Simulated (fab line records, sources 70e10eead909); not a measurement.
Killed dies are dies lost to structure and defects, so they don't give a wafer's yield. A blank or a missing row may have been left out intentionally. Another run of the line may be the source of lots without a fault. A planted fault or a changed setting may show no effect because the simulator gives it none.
Struck lot and sound lot, side by side | flow nand-harc | 41 out of 1302 route steps
Sound: these wafers, L703.3, L703.4, L703.5. Struck: wafer L712.5 (left out: L712.6, a lot-mate that was not struck); the cause follows at the end.
Each step with rows lists, per side, the tool, then ch with its chambers, then its first start. Under that, the readings that differ: sound wafers | struck wafers | difference of the means | sigmas: that difference in standard deviations of wafers without a fault.
alike: words and numbers the same on both sides, and readings whose means are apart by under 2 such deviations; not compared: readings that were withheld, readings missing a value for some wafer, numbers with overlapping values and no deviation given by the record, and bounds like >300 which may hide the same value.
The two part at a step that has a row with sigmas, a row that says differs or no value, or rows on one side only. Numbers that have no deviation but don't overlap get no sigmas and don't part them. Lack of a reading on every wafer of one side parts them only where that side has two or more wafers.

first, 4 steps without rows for these wafers: NHARC_A_STAIRCASE_EXPOSE_247 (exposes mask SDS 1); NHARC_A_STAIRCASE_PEB_248 (peb time 130 s); NHARC_A_STAIRCASE_DEVELOP_249 (time 140 s); NHARC_A_STAIRCASE_HARDBAKE_251 (time 140 s).
NHARC_A_STAIRCASE_DESCUM_252: chemistry O2, time 3 s.
  sound on rie-diel-12 ch 0,1,3, day 17 12:26; struck on rie-diel-03 ch 1, day 21 23:29
  alike: drypump-motor-current-A, oes-product-au, rf-vpp-V, showerhead-plenum-p-Torr, throttle-valve-pct
  not compared: rf-hours-counter-h
NHARC_A_STAIRCASE_ETCH_253: etches the open film in C4F8/O2, target depth 50 nm, time 20.2 s.
  sound on rie-diel-12 ch 1,2, day 17 12:31; struck on rie-diel-03 ch 3, day 21 23:33
  alike: oes-product-au, rf-vpp-V
  not compared: rf-hours-counter-h
then, 5 steps without rows for these wafers: NHARC_A_STAIRCASE_STRIP_254 (strips in O2); NHARC_A_STAIRCASE_STRIP_255 (strips in SPM, time 900 s); NHARC_A_STAIRCASE_PRECLEAN_256 (cleans in SC1); NHARC_A_STAIRCASE_SRD_257; NHARC_A_STAIRCASE_HM_DEP_456 (deposits aC, target thk 3100 nm).
NHARC_A_STAIRCASE_DEP_259: deposits SiON, target thk 30 nm.
  sound on pecvd-04 ch 0,1,2, day 17 15:17; struck on pecvd-03 ch 2, day 22 03:10
  alike: heater-power-w
then, 11 steps without rows for these wafers: NHARC_A_STAIRCASE_DEHYDRATE_260 (time 120 s); NHARC_A_STAIRCASE_HMDS_261 (time 30 s); NHARC_A_STAIRCASE_COAT_262; NHARC_A_STAIRCASE_SOFTBAKE_263 (time 170 s); NHARC_A_STAIRCASE_EBR_264; NHARC_A_STAIRCASE_EXPOSE_265 (exposes mask CHOP 200); NHARC_A_STAIRCASE_PEB_266 (peb time 130 s); NHARC_A_STAIRCASE_DEVELOP_267 (time 140 s); NHARC_A_STAIRCASE_HARDBAKE_269 (time 140 s); NHARC_A_STAIRCASE_DESCUM_270 (chemistry O2, time 3 s); NHARC_A_STAIRCASE_ETCH_271 (etches the open film in CF4/CHF3).
NHARC_A_STAIRCASE_HM_OPEN_457: chemistry O2/COS.
  sound: rie-diel-13 ch 1,2; struck: rie-diel-03 ch 2
  alike: cos-flow-sccm, drypump-motor-current-A, oes-product-au, rf-vpp-V, showerhead-plenum-p-Torr, throttle-valve-pct
  not compared: rf-hours-counter-h
then, 2 steps without rows for these wafers: NHARC_A_STAIRCASE_STRIP_458 (strips in O2/COS); NHARC_A_STAIRCASE_ETCH_451 (etches the open film in CF4/O2, target depth 30 nm, overetch 3 nm, time 16.5 s).
NHARC_A_STAIRCASE_ETCH_273: etches the open film in C4F8/O2/Ar, target depth 10200 nm, time 2468.6 s.
  sound: rie-diel-13 ch 1,2,3; struck: rie-diel-03 ch 1
  alike: oes-product-au, rf-vpp-V
  not compared: rf-hours-counter-h
then, 5 steps without rows for these wafers: NHARC_A_STAIRCASE_STRIP_274 (strips in O2); NHARC_A_STAIRCASE_STRIP_275 (strips in SPM, time 900 s); NHARC_A_STAIRCASE_PRECLEAN_276 (cleans in SC1); NHARC_A_STAIRCASE_SRD_277; NHARC_A_STAIRCASE_HM_DEP_459 (deposits aC, target thk 1500 nm).
NHARC_A_STAIRCASE_DEP_280: deposits SiON, target thk 30 nm.
  sound on pecvd-04 ch 0,1,2, day 17 21:54; struck on pecvd-03 ch 0, day 22 09:13
  alike: heater-power-w
then, 6 steps without rows for these wafers: NHARC_A_STAIRCASE_DEHYDRATE_281 (time 120 s); NHARC_A_STAIRCASE_HMDS_282 (time 30 s); NHARC_A_STAIRCASE_COAT_283; NHARC_A_STAIRCASE_SOFTBAKE_284 (time 170 s); NHARC_A_STAIRCASE_EBR_285; NHARC_A_STAIRCASE_EXPOSE_286 (exposes mask CHOP 100).
-- the record jumps here: 2 days lie between the struck wafers' starts before and after (it left off in module A_STAIRCASE and takes up again in module A_SGD_CUT, whose first step shown is number 904 of the route) --
NHARC_A_SGD_CUT_DESCUM_14: chemistry O2, time 3 s.
  sound on rie-diel-06 ch 0,1,3, day 20 03:56; struck on rie-diel-06 ch 3, day 24 14:46
  reading | sound | struck                   | difference                   | sigmas
  hold    | - - - | await-dispo/1.1h/release | no value on the sound wafers |
  alike: drypump-motor-current-A, oes-product-au, rf-vpp-V, showerhead-plenum-p-Torr, throttle-valve-pct
  not compared: rf-hours-counter-h
-- the record jumps here: 6 days lie between the struck wafers' starts before and after (it left off in module A_SGD_CUT and takes up again in module END, whose first step shown is number 1302 of the route) --
NHARC_END_SORT_01:
  sound on prober-01 ch 0, day 25 11:52; struck on prober-01 ch 0, day 30 19:46
  reading             | sound    | struck | difference | sigmas
  killed-at-periphery | 3 6 6    | 13     | +8         | +2
  killed-dies         | 67 68 91 | 118    | +43        | +3
  alike: killed-at-array, killed-at-other, killed-open, killed-short

== WHERE THEY PART ==
First at NHARC_A_SGD_CUT_DESCUM_14; last, within this record, at NHARC_END_SORT_01.

WHY: what the simulator had put in
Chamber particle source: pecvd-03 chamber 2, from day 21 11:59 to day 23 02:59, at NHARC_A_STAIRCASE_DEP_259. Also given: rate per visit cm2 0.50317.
